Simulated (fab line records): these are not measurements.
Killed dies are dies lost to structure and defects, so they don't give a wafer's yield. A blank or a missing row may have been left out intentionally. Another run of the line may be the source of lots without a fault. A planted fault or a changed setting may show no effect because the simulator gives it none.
fab line records	flow n5_finfet
record: lots: 4	wafers: 12	last_day: 14
route steps=1938 shown GATE_CUT@511 MOL_CONTACT_COAG@517 BEOL_M4@1111 PASSIVATION@1936
lots with no fault: from the same line, run without faults
start_h: start of the lot's first displayed wafer, in hours after the record's first day	wait_h: hours from the lot's prior step to this one	" unchanged from the row above	L1.1+2: a single row standing in for several wafers	- value missing, or start not given	* or withheld: withheld	< > ~ a bound
route shown NAME@n: NAME is a module with steps in the file, n the number in the route of the first one	usual: the fault-free wafers' mean and standard deviation	same: alike in all rows	chamber/n: place in a boat	sites: the reading at each site	_std_site: the values' standard deviation	_edge_site: inner sites' mean taken away from outer sites' mean	radius_mm: how far each site lies from the wafer's centre	mask NAME#n: copy n	behind: the last tool/chamber to shape the wafer	hold: why the lot went on hold/how many hours it stayed there/how the hold came to an end	device: the n, p or np transistor that did not switch	end of line: the route-end tests of the same wafers	a step with no rows: only its recipe	killed: not the wafer's yield, but the dies lost to structure and defects at the first sort	map: the dies of a wafer, with x for killed, . for not killed, _ for no die there
set.NAME: the run value of the setting; set.NAME@STEP: its run value at that earlier step	model.NAME: the simulator's own value behind a step, which no gauge read
certain route steps with their lots: each step a table, each wafer a row
services: the hour from which a tool's chamber was out of use, counted from the record's first day as start_h (under 0 if before that day), plus the number of hours and why
== steps ==
step: N5_GATE_CUT_CMP_23
recipe: stop_on: SiO2	t_overpolish_s: 23.4	post_cmp_clean: alkaline_brush	down_force_psi: 2.5	platen_rpm: 51.8	pad_velocity_m_s: 1.0307	target_thk_nm: 16
step: N5_GATE_CUT_CMP_43
recipe: material: SiO2	post_cmp_clean: rinse_only
step: N5_GATE_CUT_CMP_61
recipe: stop_on: SiNx	t_overpolish_s: 3	post_cmp_clean: alkaline_brush	down_force_psi: 4	platen_rpm: 27.09	pad_velocity_m_s: 0.539
step: N5_MOL_CONTACT_COAG_COAT_103
recipe: resist: SOC	temp_c: 250	time_s: 60	spin_rpm: 1500	resist_thk_nm: 80
step: N5_MOL_CONTACT_COAG_COAT_104
recipe: resist: SiARC	temp_c: 220	time_s: 60	spin_rpm: 1500	resist_thk_nm: 12
step: N5_MOL_CONTACT_COAG_COAT_58
recipe: resist: underlayer	temp_c: 205	time_s: 60	spin_rpm: 1500	resist_thk_nm: 10
step: N5_MOL_CONTACT_COAG_COAT_02
recipe: resist: CAR-EUV	spin_rpm: 1500	resist_thk_nm: 30
step: N5_MOL_CONTACT_COAG_EBR_04
recipe: solvent: PGMEA	ebr_width_mm: 1.5
step: N5_MOL_CONTACT_COAG_SOFTBAKE_03
recipe: temp_c: 110	time_s: 60	resist: CAR-EUV
step: N5_MOL_CONTACT_COAG_EXPOSE_05
recipe: mask_id: CA	na: 0.33	source_shape: annular	sigma_inner: 0.4	sigma_outer: 0.8	polarization: unpolarized	defocus_nm: 0	dose_mj: 38.25
usual: exposure_dose_mJ_cm2: 38.22/0.037
lot.wafer	tool	chamber	start_h	wait_h	mask	exposure_dose_mJ_cm2
L964.1	euv_scanner-01	0	92.93	-	CA#0	38.27
L964.4	"	0	"	"	CA#0	38.20
L964.5	"	0	"	"	CA#0	38.31
L971.1	euv_scanner-01	0	128.67	-	CA#0	38.99
L971.3	"	0	"	"	CA#0	38.97
L971.4	"	0	"	"	CA#0	39.01
L972.1	euv_scanner-02	0	134.33	-	CA#0	38.21
L972.4	"	0	"	"	CA#0	38.20
L972.5	"	0	"	"	CA#0	38.19
L973.2	euv_scanner-01	0	141.12	-	CA#0	39.61
L973.4	"	0	"	"	CA#0	39.68
L973.5	"	0	"	"	CA#0	39.60
step: N5_MOL_CONTACT_COAG_PEB_06
recipe: peb_temp_c: 100	peb_time_s: 60	resist: CAR-EUV
step: N5_MOL_CONTACT_COAG_DEVELOP_07
recipe: develop_time_s: 30	developer: TMAH	resist: CAR-EUV	rinse_liquid: surfactant_rinse	dry: air_spin	dev_temp_c: 23
step: N5_MOL_CONTACT_COAG_CD_MEAS_08
recipe: target_cd_nm: 28	landing_energy_ev: 500	detector: se_inlens	polarity: opening
usual: cd_nm: 28.01/0.25
lot.wafer	tool	chamber	start_h	wait_h	cd_nm
L964.1	cd_sem-01	0	93.06	-	27.96
L964.4	"	0	"	"	28.28
L964.5	"	0	"	"	28.38
L971.1	cd_sem-01	0	128.79	-	22.78
L971.3	"	0	"	"	26.41
L971.4	"	0	"	"	27.39
L972.1	cd_sem-02	0	134.46	-	28.01
L972.4	"	0	"	"	27.57
L972.5	"	0	"	"	27.58
L973.2	cd_sem-02	0	141.25	-	28.52
L973.4	"	0	"	"	27.04
L973.5	"	0	"	"	27.27
step: N5_MOL_CONTACT_COAG_DESCUM_13
recipe: chemistry: O2	time_s: 7	source_power_w: 50	bias_power_w: 20	pressure_mtorr: 20	rf_frequency_hz: 2.712e+07	temp_c: 40	resist: CAR-EUV	o2_flow_sccm: 225
step: N5_MOL_CONTACT_COAG_ETCH_59
recipe: chemistry: N2/H2	target: underlayer	target_depth_a: 130	mask_material: CAR-EUV	time_s: 10.4	ion_energy_ev: 200	pressure_mtorr: 30	source_w: 840	bias_w: 150	n2_flow_sccm: 200	h2_flow_sccm: 200	ends: cleared
usual: chamber_pressure_mTorr: 30.000/0.03	drypump_motor_current_A: 5.7/0.48	etch_rf_on_time_s: 10.41/0.15	oes_product_au: 0.64/0.065	rf_vpp_V: 523.7/2.5	showerhead_plenum_p_Torr: 2.54/0.087	throttle_valve_pct: 18.00/0.21
lot.wafer	tool	chamber	start_h	wait_h	chamber_pressure_mTorr	drypump_motor_current_A	etch_rf_on_time_s	oes_product_au	rf_hours_counter_h	rf_vpp_V	showerhead_plenum_p_Torr	throttle_valve_pct	model.MOL_CONTACT_COAG.cd_offset_nm
L964.1	rie_diel-05	3	93.22	0.0	30.014	5.9	10.46	0.62	150	520.9	2.44	17.86	0
L964.4	"	2	"	"	29.966	5.1	10.48	0.63	151	521.0	2.44	17.54	0
L964.5	"	0	"	"	30.002	5.7	10.66	0.60	-	524.3	2.52	18.04	0
L971.1	rie_diel-02	1	129.00	0.0	29.979	5.8	10.36	0.72	59	528.2	2.69	18.07	-5.6
L971.3	"	3	"	"	29.967	5.4	10.46	0.59	234	526.5	2.62	18.08	-2
L971.4	"	0	"	"	30.016	5.9	10.47	0.57	241	522.5	2.51	18.16	-0.4
L972.1	rie_diel-02	0	134.62	0.0	29.957	5.9	10.46	0.57	243	523.2	2.51	18.15	-0.2
L972.4	"	2	"	"	29.987	6.7	10.25	0.60	228	527.4	2.62	18.18	0
L972.5	"	1	"	"	30.001	5.8	10.39	0.73	-	529.2	2.69	18.07	-0.2
L973.2	rie_diel-05	2	141.40	0.0	30.007	5.1	10.61	0.62	167	519.8	2.43	17.57	0.4
L973.4	"	3	"	"	30.005	5.9	10.52	0.62	168	520.5	2.44	17.88	-1
L973.5	"	3	"	"	29.971	5.9	10.52	0.61	-	520.7	2.44	17.88	-0.6
step: N5_MOL_CONTACT_COAG_ETCH_105
recipe: chemistry: CF4	target: SiARC	target_depth_a: 156	mask_material: CAR-EUV	time_s: 26	ion_energy_ev: 80	pressure_mtorr: 40	source_w: 545	bias_w: 36	Ar_flow_sccm: 100	cf4_flow_sccm: 100	ends: cleared
step: N5_MOL_CONTACT_COAG_ETCH_106
recipe: chemistry: N2/H2	target: SOC	target_depth_a: 800	overetch_a: 160	mask_material: SiARC	temp_c: 40	time_s: 120	ion_energy_ev: 200	pressure_mtorr: 30	source_w: 840	bias_w: 150	n2_flow_sccm: 200	h2_flow_sccm: 200
step: N5_MOL_CONTACT_COAG_STRIP_107
recipe: chemistry: N2/H2	temp_c: 40	n2_flow_sccm: 200	h2_flow_sccm: 200	rf_frequency_hz: 6e+07
step: N5_MOL_CONTACT_COAG_STRIP_108
recipe: chemistry: N2/H2	temp_c: 40	n2_flow_sccm: 200	h2_flow_sccm: 200	rf_frequency_hz: 6e+07
step: N5_MOL_CONTACT_COAG_CONTACT_ETCH_14
recipe: chemistry: C4F6/O2	target: SiO2	target_depth_a: 275	overetch_a: 85	mask_material: SOC	pressure_mtorr: 30	source_w: 370	bias_w: 185	Ar_flow_sccm: 300	C4F6_flow_sccm: 16	O2_flow_sccm: 10	time_s: 20	ion_energy_ev: 259.6
step: N5_MOL_CONTACT_COAG_STRIP_109
recipe: chemistry: C4F6/O2	resist: SiARC	rf_frequency_hz: 6e+07
step: N5_MOL_CONTACT_COAG_ETCH_15
recipe: chemistry: CH3F/O2	target: SiNx	target_depth_a: 70	mask_material: SOC	stop_on: Si:P	over_etch_frac: 0.75	ion_energy_ev: 120	pressure_mtorr: 30	source_w: 395	bias_w: 73	Ar_flow_sccm: 150	CH3F_flow_sccm: 30	O2_flow_sccm: 20
step: N5_MOL_CONTACT_COAG_ETCH_110
recipe: chemistry: CF4/O2	target: Si	target_depth_a: 25	time_s: 8	pressure_mtorr: 100	source_w: 200	bias_w: 12	ion_energy_ev: 60	Ar_flow_sccm: 100	cf4_flow_sccm: 100	O2_flow_sccm: 10
usual: chamber_pressure_mTorr: 99.99/0.099	drypump_motor_current_A: 5.7/0.48	oes_product_au: 0.75/0.076	rf_vpp_V: 128.0/1.4	showerhead_plenum_p_Torr: 2.22/0.071	throttle_valve_pct: 10.91/0.22
lot.wafer	tool	chamber	start_h	wait_h	chamber_pressure_mTorr	drypump_motor_current_A	oes_product_au	rf_hours_counter_h	rf_vpp_V	showerhead_plenum_p_Torr	throttle_valve_pct	model.MOL_CONTACT_COAG.cd_offset_nm
L964.1	rie_diel-05	3	93.46	0.0	99.95	5.9	0.74	150	128.8	2.14	10.76	0
L964.4	"	2	"	"	99.93	5.1	0.75	151	127.5	2.13	10.56	0.2
L964.5	"	0	"	"	100.04	5.7	0.71	-	129.8	2.21	11.02	0.2
L971.1	rie_diel-02	1	129.25	0.0	99.82	5.8	0.85	59	129.5	2.35	10.79	-5.8
L971.3	"	3	"	"	100.11	5.4	0.69	234	126.3	2.28	11.12	-2.2
L971.4	"	0	"	"	99.68	5.9	0.67	241	129.5	2.19	11.21	-0.4
L972.1	rie_diel-02	0	134.86	0.0	100.03	5.9	0.67	243	129.3	2.19	11.20	-0.2
L972.4	"	2	"	"	99.98	6.7	0.69	228	125.6	2.29	11.18	0
L972.5	"	1	"	"	99.97	5.8	0.85	-	129.9	2.35	10.78	-0.2
L973.2	rie_diel-05	2	141.64	0.0	99.91	5.1	0.74	167	127.3	2.13	10.60	0.2
L973.4	"	3	"	"	99.88	5.9	0.72	168	129.5	2.14	10.81	-1
L973.5	"	3	"	"	99.91	5.9	0.73	-	129.9	2.14	10.80	-0.6
step: N5_MOL_CONTACT_COAG_STRIP_98
recipe: chemistry: N2/H2	power_w: 500	temp_c: 40	pressure_mtorr: 50	rf_frequency_hz: 6e+07	overash_fraction: 0.3	bias_power_w: 8	h2_frac: 0.5	n2_flow_sccm: 300	h2_flow_sccm: 300
step: N5_MOL_CONTACT_COAG_CD_MEAS_99
recipe: target_cd_nm: 17.2	polarity: opening
usual: cd_nm: 17.18/0.27
lot.wafer	tool	chamber	start_h	wait_h	cd_nm
L964.1	cd_sem-02	-	93.58	-	17.24
L964.4	"	-	"	"	17.46
L964.5	"	-	"	"	17.07
L971.1	cd_sem-02	-	129.36	-	11.63
L971.3	"	-	"	"	15.24
L971.4	"	-	"	"	16.71
L972.1	cd_sem-03	-	134.98	-	16.91
L972.4	"	-	"	"	17.37
L972.5	"	-	"	"	16.59
L973.2	cd_sem-03	-	141.76	-	17.47
L973.4	"	-	"	"	16.28
L973.5	"	-	"	"	16.34
step: N5_MOL_CONTACT_COAG_IMPLANT_129
recipe: species: Ge	energy_kev: 3	dose_cm2: 6e+14	tilt_deg: 0	rotation_deg: 0
step: N5_MOL_CONTACT_COAG_PRECLEAN_111
recipe: chemistry: NF3:NH3	afs_cycles: 1	temp_c: 30	time_s: 20	sublimation_temp_c: 180	sublimation_time_s: 60	pressure_torr: 3	rf_power_w: 30
step: N5_MOL_CONTACT_COAG_TI_SIL_19
recipe: material: Ti	target_thk_a: 42	temp_c: 200	chamber_pressure_pa: 5	power_w: 5000	time_s: 15
step: N5_MOL_CONTACT_COAG_ALD_20
recipe: material: TiN	target_thk_a: 15	temp_c: 400	ald_precursor_family: TiCl4	ald_co_reactant: NH3	pulse_time_s: 1	purge_time_s: 3	co_reactant_purge_time_s: 2	co_reactant_pulse_time_s: 2	ald_cycles: 68	pressure_torr: 3
step: N5_MOL_CONTACT_COAG_SIL_ANNEAL_21
recipe: temp_c: 550	time_s: 60	ambient: N2
step: N5_MOL_CONTACT_COAG_PRE_CLEAN_141
recipe: gas: H2/He	time_s: 60	temp_c: 300
step: N5_MOL_CONTACT_COAG_SPUTTER_143
recipe: material: Co	target_thk_a: 25	temp_c: 25	chamber_pressure_pa: 0.2
step: N5_MOL_CONTACT_COAG_CO_FILL_22
recipe: material: Co	target_thk_a: 200	temp_c: 200	precursor: CCTBA/H2	pressure_torr: 30
step: N5_MOL_CONTACT_COAG_ANNEAL_113
recipe: temp_c: 400	time_s: 300	ambient: H2/N2
step: N5_MOL_CONTACT_COAG_PRE_CLEAN_142
recipe: gas: H2/He	time_s: 60	temp_c: 300
step: N5_MOL_CONTACT_COAG_SPUTTER_130
recipe: material: Co	target_thk_a: 475	temp_c: 25	chamber_pressure_pa: 0.5	power_w: 3000
step: N5_MOL_CONTACT_COAG_PRECLEAN_125
recipe: chemistry: DIW	time_s: 57.5	temp_c: 23
step: N5_BEOL_M4_RC_MEAS_101
usual: DIBL_N: 35.8/1.4	DIBL_P: 35.8/1.6	IOFF_N: 0.152/0.021	IOFF_P: 0.204/0.027	ION_N: 672/8.7	ION_P: 461/6.2	RC_DENSE_N: 18.97/0.3	RC_DENSE_P: 23.7/0.38	RC_N: 15.45/0.23	RC_P: 19.3/0.31	SS_N: 71.5/0.54	SS_P: 73.1/0.57	VT_N: 250.0/2.5	VT_P: -250.6/2.7
lot.wafer	tool	chamber	start_h	wait_h	DIBL_N[mV/V]	DIBL_P[mV/V]	IOFF_N[nA/um]	IOFF_P[nA/um]	ION_N[uA/um]	ION_P[uA/um]	RC_DENSE_N[ohm.um]	RC_DENSE_P[ohm.um]	RC_N[ohm.um]	RC_P[ohm.um]	SS_N[mV/dec]	SS_P[mV/dec]	VT_N[mV]	VT_P[mV]
L964.1	prober-01	0	184.11	0.0	35.3	35.9	0.179	0.233	691	470	18.94	23.6	15.42	19.2	71.3	73.4	243.8	-246.8
L964.4	"	0	"	"	34.5	34.7	0.155	0.213	673	462	18.87	23.2	15.35	19.2	70.7	72.4	250.6	-249.4
L964.5	"	0	"	"	34.5	35.3	0.166	0.224	678	465	18.84	23.6	15.35	19.3	70.2	72.7	246.7	-247.9
L971.3	prober-02	0	225.63	0.3	33.8	34.4	0.123	0.185	668	460	22.71	28.6	18.36	23.2	71.0	72.3	251.4	-248.0
L971.4	"	0	"	"	35.0	35.7	0.135	0.198	670	462	19.63	24.8	15.98	20.1	70.9	72.3	250.8	-249.4
L973.2	prober-02	0	230.92	0.2	36.3	36.2	0.156	0.191	678	463	18.53	23.1	14.92	18.9	71.5	72.9	249.8	-251.5
L973.4	"	0	"	"	35.5	35.0	0.137	0.173	669	454	20.35	26.0	16.70	21.2	71.8	72.3	251.2	-257.2
L973.5	"	0	"	"	35.6	35.0	0.144	0.175	670	462	19.62	24.8	16.14	20.3	71.7	72.3	249.2	-255.9
L972.1	prober-02	0	233.52	0.0	36.3	37.3	0.147	0.183	662	452	19.43	24.6	15.82	20.0	71.3	73.2	252.2	-253.7
L972.4	"	0	"	"	36.9	38.2	0.158	0.208	675	462	19.01	23.9	15.45	19.6	71.7	72.9	248.9	-250.9
L972.5	"	0	"	"	37.4	39.1	0.161	0.204	676	460	19.03	24.2	15.58	19.7	72.4	73.4	248.6	-251.5
step: N5_PASSIVATION_PROBE_49
usual: defect_limited_yield: 91.6/1.4	killed_at_M0_to_M3: 33/9.7	killed_at_M4_up: 13/5.4	killed_at_contacts: 13/6.6	killed_at_front_end: 36/11	killed_at_other: 3.9/3	killed_dies: 99/16	killed_on_rim: 13/3.8	killed_open: 66/12	killed_short: 32/7.9	sort_bin_5_function: 4.9/0.9	sort_bin_6_memory: 3.2/0.67	sort_n_pass: 1081/16	sort_yield_pct: 91.6/1.4
same: gross_dies: 1180	killed_at_back_side: 0	sort_bin_4_leakage[%]: 0	sort_bin_8_speed[%]: 0
lot.wafer	tool	chamber	start_h	wait_h	defect_limited_yield[%]	killed_at_M0_to_M3	killed_at_M4_up	killed_at_contacts	killed_at_front_end	killed_at_other	killed_dies	killed_on_rim	killed_open	killed_short	sort_bin_5_function[%]	sort_bin_6_memory[%]	sort_n_pass	sort_yield_pct[%]
L973.2	prober-02	-	329.15	0.1	91.2	33	10	13	45	3	104	16	74	30	5.0	3.6	1076	91.2
L973.4	prober-02	-	329.25	0.2	91.9	23	13	12	47	1	96	14	57	38	4.8	2.8	1084	91.9
L973.5	prober-02	-	329.30	0.2	92.6	18	13	20	34	2	87	13	59	28	4.5	2.4	1093	92.6
L971.1	prober-01	-	333.45	0.0	0	38	19	1068	52	3	1180	152	85	39	6.1	4.6	0	0
L971.3	prober-01	-	333.55	0.1	88.2	48	18	41	25	7	139	22	84	33	6.8	4.7	1041	88.2
L971.4	prober-01	-	333.60	0.2	89.6	29	20	24	47	3	123	15	89	34	6.6	3.6	1057	89.6
L972.1	prober-02	-	338.56	0.0	91.3	45	9	7	40	2	103	11	68	35	5.2	3.3	1077	91.3
L972.4	prober-02	-	338.71	0.2	92.9	37	10	6	24	7	84	11	59	24	4.1	3.0	1096	92.9
L972.5	prober-02	-	338.76	0.2	91.6	38	12	11	35	3	99	14	69	30	5.4	2.6	1081	91.6
killed by level:class
L973.2 MOL_CONTACT_COAG:geometric_particle:open=13 BEOL_M0_SAQP:geometric_particle:open=11 STI_FIN_REVEAL:geometric_particle:open=11 FIN_SAQP:geometric_particle:short=10 FIN_SAQP:geometric_particle:open=8 BEOL_M0_SAQP:geometric_particle:short=8 DUMMY_GATE:geometric_particle:open=5 BEOL_M0:geometric_particle:open=5
L973.4 STI_FIN_REVEAL:geometric_particle:open=14 MOL_CONTACT_COAG:geometric_particle:open=9 BEOL_M0_SAQP:geometric_particle:open=8 GATE_CUT:geometric_particle:short=6 DUMMY_GATE:geometric_particle:open=5 BEOL_M0_SAQP:geometric_particle:short=5 BEOL_M3:geometric_particle:short=4 FIN_SAQP:geometric_particle:short=3
L973.5 MOL_CONTACT_COAG:geometric_particle:open=15 STI_FIN_REVEAL:geometric_particle:open=10 DUMMY_GATE:geometric_particle:open=6 MOL_CONTACT_COAG:geometric_particle:short=5 BEOL_M0_SAQP:geometric_particle:short=4 BEOL_M3:geometric_particle:open=4 DUMMY_GATE:geometric_particle:short=3 BEOL_M0:geometric_particle:open=3
L971.1 MOL_CONTACT_COAG:area_expose=1055 FIN_SAQP:geometric_particle:open=15 FIN_SAQP:geometric_particle:short=12 BEOL_M2:geometric_particle:open=12 BEOL_M1:geometric_particle:open=10 MOL_CONTACT_COAG:geometric_particle:open=8 DUMMY_GATE:geometric_particle:open=7 BEOL_M4:geometric_particle:open=7
L971.3 MOL_CONTACT_COAG:area_expose=22 BEOL_M1:geometric_particle:open=18 MOL_CONTACT_COAG:geometric_particle:open=16 FIN_SAQP:geometric_particle:open=8 BEOL_M0_SAQP:geometric_particle:short=8 BEOL_M4:geometric_particle:open=8 FIN_SAQP:geometric_particle:short=7 BEOL_M1:geometric_particle:short=6
L971.4 MOL_CONTACT_COAG:geometric_particle:open=21 FIN_SAQP:geometric_particle:short=9 FIN_SAQP:geometric_particle:open=9 BEOL_M0_SAQP:geometric_particle:open=8 BEOL_M4:geometric_particle:open=8 BEOL_M2:geometric_particle:open=7 STI_FIN_REVEAL:geometric_particle:open=6 DUMMY_GATE:geometric_particle:open=5
L972.1 STI_FIN_REVEAL:geometric_particle:open=17 BEOL_M0_SAQP:geometric_particle:open=15 BEOL_M0_SAQP:geometric_particle:short=14 BEOL_M3:geometric_particle:open=7 MOL_CONTACT_COAG:geometric_particle:open=6 FIN_SAQP:geometric_particle:open=5 FIN_SAQP:geometric_particle:short=4 GATE_CUT:geometric_particle:short=4
L972.4 BEOL_M0_SAQP:geometric_particle:open=10 BEOL_M3:geometric_particle:open=9 FIN_SAQP:geometric_particle:open=6 MOL_CONTACT_COAG:geometric_particle:open=6 BEOL_M1:geometric_particle:open=6 BEOL_M0_SAQP:geometric_particle:short=4 BEOL_M2:geometric_particle:open=4 STARTING-WAFER:geometric_particle:short=4
L972.5 FIN_SAQP:geometric_particle:open=10 BEOL_M3:geometric_particle:open=9 STI_FIN_REVEAL:geometric_particle:open=8 MOL_CONTACT_COAG:geometric_particle:open=7 BEOL_M1:geometric_particle:open=7 BEOL_M0_SAQP:geometric_particle:open=5 BEOL_M0_SAQP:geometric_particle:short=5 STARTING-WAFER:geometric_particle:short=5
map L971.1 (x killed, . not)
_________________xxxxxxxxxxxx________________
______________xxxxxxxxxxxxxxxxxx_____________
___________xxxxxxxxxxxxxxxxxxxxxxxx__________
__________xxxxxxxxxxxxxxxxxxxxxxxxxx_________
________xxxxxxxxxxxxxxxxxxxxxxxxxxxxxx_______
_______xxxxxxxxxxxxxxxxxxxxxxxxxxxxxxxx______
______xxxxxxxxxxxxxxxxxxxxxxxxxxxxxxxxxx_____
_____xxxxxxxxxxxxxxxxxxxxxxxxxxxxxxxxxxxx____
____xxxxxxxxxxxxxxxxxxxxxxxxxxxxxxxxxxxxxx___
___xxxxxxxxxxxxxxxxxxxxxxxxxxxxxxxxxxxxxxxx__
___xxxxxxxxxxxxxxxxxxxxxxxxxxxxxxxxxxxxxxxx__
__xxxxxxxxxxxxxxxxxxxxxxxxxxxxxxxxxxxxxxxxxx_
__xxxxxxxxxxxxxxxxxxxxxxxxxxxxxxxxxxxxxxxxxx_
_xxxxxxxxxxxxxxxxxxxxxxxxxxxxxxxxxxxxxxxxxxxx
_xxxxxxxxxxxxxxxxxxxxxxxxxxxxxxxxxxxxxxxxxxxx
_xxxxxxxxxxxxxxxxxxxxxxxxxxxxxxxxxxxxxxxxxxxx
_xxxxxxxxxxxxxxxxxxxxxxxxxxxxxxxxxxxxxxxxxxxx
_xxxxxxxxxxxxxxxxxxxxxxxxxxxxxxxxxxxxxxxxxxxx
_xxxxxxxxxxxxxxxxxxxxxxxxxxxxxxxxxxxxxxxxxxxx
_xxxxxxxxxxxxxxxxxxxxxxxxxxxxxxxxxxxxxxxxxxxx
_xxxxxxxxxxxxxxxxxxxxxxxxxxxxxxxxxxxxxxxxxxxx
__xxxxxxxxxxxxxxxxxxxxxxxxxxxxxxxxxxxxxxxxxx_
__xxxxxxxxxxxxxxxxxxxxxxxxxxxxxxxxxxxxxxxxxx_
___xxxxxxxxxxxxxxxxxxxxxxxxxxxxxxxxxxxxxxxx__
___xxxxxxxxxxxxxxxxxxxxxxxxxxxxxxxxxxxxxxxx__
____xxxxxxxxxxxxxxxxxxxxxxxxxxxxxxxxxxxxxx___
_____xxxxxxxxxxxxxxxxxxxxxxxxxxxxxxxxxxxx____
______xxxxxxxxxxxxxxxxxxxxxxxxxxxxxxxxxx_____
_______xxxxxxxxxxxxxxxxxxxxxxxxxxxxxxxx______
________xxxxxxxxxxxxxxxxxxxxxxxxxxxxxx_______
__________xxxxxxxxxxxxxxxxxxxxxxxxxx_________
___________xxxxxxxxxxxxxxxxxxxxxxxx__________
______________xxxxxxxxxxxxxxxxxx_____________
_________________xxxxxxxxxxxx________________
map L973.2 (x killed, . not)
_________________........x...________________
______________...........x......_____________
___________...............x....x..x__________
__________....x..........x......x..._________
________...........x.................._______
_______.......x..x.............x.......______
______.............x..x..x.x............_____
_____..x.............x......x............____
____.........x...........................x___
___................x...x..x................__
___.....xxx.......x.......................x__
__..x........................x.............._
__.............................x..x........._
_............x.............................xx
_.....x....x.x.....x.....................x...
_..............x.............x.....x...xx....
_...x.......x......xx...............x......x.
_...........x..............x.................
_........x...............x.......x...........
_..x...............x.......x.................
_................x.xx..........x......x......
__.....x............x......................._
__.........x.......xx.x...........x........x_
___x.x...x................................x__
___.xx...x............x....................__
____..........................xx..........___
_____...............x.............x.....x____
______.x........x.x.x...............x..x_____
_______............x...................______
________....x......x.....x......x.x..._______
__________..................x.x....._________
___________...x......x..........x..__________
______________............x....._____________
_________________............________________
== services ==
tool	chamber	start_h	hours	kind
euv_scanner-02	-	70.05	1.0	pm
euv_scanner-02	-	71.06	5.8	pm
euv_scanner-02	-	77.58	4.6	pm
rie_diel-02	-	82.84	0.6	repair
euv_scanner-01	-	96.48	6.5	repair
euv_scanner-01	-	113.63	1.5	repair
euv_scanner-02	-	116.72	0.7	repair
euv_scanner-01	-	122.05	1.0	pm
rie_diel-02	2	123.29	4.0	repair
euv_scanner-02	-	126.20	1.0	pm
== key ==
first_sign: step: N5_MOL_CONTACT_COAG_EXPOSE_05	reading: exposure_dose_mJ_cm2	direction: up	sigmas: 30	usual: 38.22	struck: 39.31
effect: step: N5_MOL_CONTACT_COAG_CD_MEAS_08	reading: cd_nm	direction: down	sigmas: 5.9	usual: 28.01	struck: 26.57	wafers_moved: 5	through: control_loop
effect: step: N5_MOL_CONTACT_COAG_CD_MEAS_99	reading: cd_nm	direction: down	sigmas: 5.9	usual: 17.18	struck: 15.61	wafers_moved: 4	through: control_loop
effect: step: N5_BEOL_M4_RC_MEAS_101	reading: RC_P	direction: up	sigmas: 4.6	usual: 19.3	struck: 20.7	wafers_moved: 3
effect: step: N5_BEOL_M4_RC_MEAS_101	reading: RC_DENSE_P	direction: up	sigmas: 4.5	usual: 23.7	struck: 25.4	wafers_moved: 4
effect: step: N5_BEOL_M4_RC_MEAS_101	reading: RC_N	direction: up	sigmas: 4.2	usual: 15.45	struck: 16.42	wafers_moved: 4
effect: step: N5_BEOL_M4_RC_MEAS_101	reading: RC_DENSE_N	direction: up	sigmas: 4	usual: 18.97	struck: 20.17	wafers_moved: 4
effect: step: N5_PASSIVATION_PROBE_49	reading: killed_at_contacts	direction: up	sigmas: 28	usual: 13	struck: 196	wafers_moved: 2
model_effect: step: N5_MOL_CONTACT_COAG_ETCH_59	value: MOL_CONTACT_COAG.cd_offset_nm	without: 0.06667	struck: -1.533
model_effect: step: N5_MOL_CONTACT_COAG_ETCH_110	value: MOL_CONTACT_COAG.cd_offset_nm	without: 0	struck: -1.633
more_kills_born_at: N5_MOL_CONTACT_COAG_EXPOSE_05@euv_scanner-01: 1077
met_at N5_MOL_CONTACT_COAG_EXPOSE_05
struck_wafers L971.1,L971.3,L971.4,L973.2,L973.4,L973.5
later_rows_left_out L971.1
loop_trim: step: N5_MOL_CONTACT_COAG_EXPOSE_05	setting: dose	lots: L971,L973
onset_between 92.93 128.67
fault: kind: process_parameter_drift	tool: euv_scanner-01	chamber: -	onset_h: 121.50	steps: N5_MOL_CONTACT_COAG_EXPOSE_05	channel: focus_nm	offset: 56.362	spread_by_wafer: 0.3	shape: step	end_h: 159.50
later_rows_left_out: the simulator's readings of these wafers behind a module that went badly wrong aren't trusted and aren't shown, but for the sort
loop_trim: a control loop set the setting to another value than it would have without faults
